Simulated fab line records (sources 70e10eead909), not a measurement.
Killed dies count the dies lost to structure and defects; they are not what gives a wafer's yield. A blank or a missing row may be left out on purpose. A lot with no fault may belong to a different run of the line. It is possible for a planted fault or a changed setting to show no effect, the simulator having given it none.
Chamber matching | flow nand_harc | rie_diel-10 running NHARC_P_GATE_DESCUM_31: 4 sister chambers
The step chemistry O2, time 3 s. 14 wafers are shown with their chamber, then 7 later ones without.

## WAFERS, EACH WITH ITS CHAMBER
wafer  | chamber | drypump_motor_current_A (A) | oes_product_au (a.u.) | rf_vpp_V (V)
L074.1 | 1       | 5.2                         | 0.987                 | 56.5
L074.2 | 0       | 5.8                         | 1.001                 | 60.0
L074.5 | 3       | 5.7                         | 1.003                 | 58.7
L077.2 | 1       | 5.1                         | 1.003                 | 58.1
L077.3 | 3       | 5.7                         | 0.998                 | 58.3
L077.5 | 1       | 5.2                         | 0.993                 | 58.8
L078.2 | 2       | 5.2                         | 1.010                 | 59.6
L078.3 | 0       | 5.8                         | 1.005                 | 58.3
L078.5 | 3       | 5.7                         | 1.005                 | 58.8
L076.2 | 1       | 5.2                         | 1.004                 | 56.7
L076.3 | 0       | 5.7                         | 1.009                 | 57.2
L076.5 | 0       | 5.8                         | 1.007                 | 58.5
L079.3 | 0       | 5.7                         | 1.003                 | 57.4
L079.4 | 3       | 5.7                         | 0.987                 | 57.3

SIGNATURES, as means of the wafers listed above
reading                 | chamber 0 | chamber 1 | chamber 2 | chamber 3 | scatter within a chamber
drypump_motor_current_A | 5.760     | 5.175     | 5.200     | 5.700     | 0.0442
oes_product_au          | 1.00500   | 0.99675   | 1.01000   | 0.99825   | 0.0066
rf_vpp_V                | 58.280    | 57.525    | 59.600    | 58.275    | 1
Rule: distance of a wafer from a chamber = root of the sum over the readings of ((wafer's reading minus chamber's mean) / reading's scatter) squared. If the next closest chamber is less than 2 further off than the closest, the wafer can't be placed; otherwise it belongs to the closest. The scatter is the square root of a quotient: the sum, over the shown wafers, of each reading's squared deviation from its chamber's mean, divided by wafers minus chambers.

## WAFERS WITH NO CHAMBER GIVEN
wafer  | drypump_motor_current_A (A) | oes_product_au (a.u.) | rf_vpp_V (V)
L079.5 | 5.2                         | 0.997                 | 58.5
L094.1 | 5.2                         | 0.995                 | 59.8
L094.2 | 5.7                         | 1.012                 | 57.8
L094.3 | 5.2                         | 0.994                 | 57.3
L096.3 | 5.2                         | 1.004                 | 58.3
L096.4 | 5.7                         | 1.006                 | 57.8
L096.6 | 5.2                         | 0.994                 | 57.4

## CHAMBER TAKEN BY EACH
wafer  | from the rows above     | in truth
L079.5 | can't be placed: 1 or 2 | 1
L094.1 | can't be placed: 2 or 1 | 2
L094.2 | can't be placed: 0 or 3 | 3
L094.3 | 1                       | 1
L096.3 | can't be placed: 1 or 2 | 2
L096.4 | can't be placed: 3 or 0 | 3
L096.6 | 1                       | 1
Placed correctly: 2 of 7. These rows do not allow placing 5 (true chamber among the candidates in 5). Wrongly placed: 0.
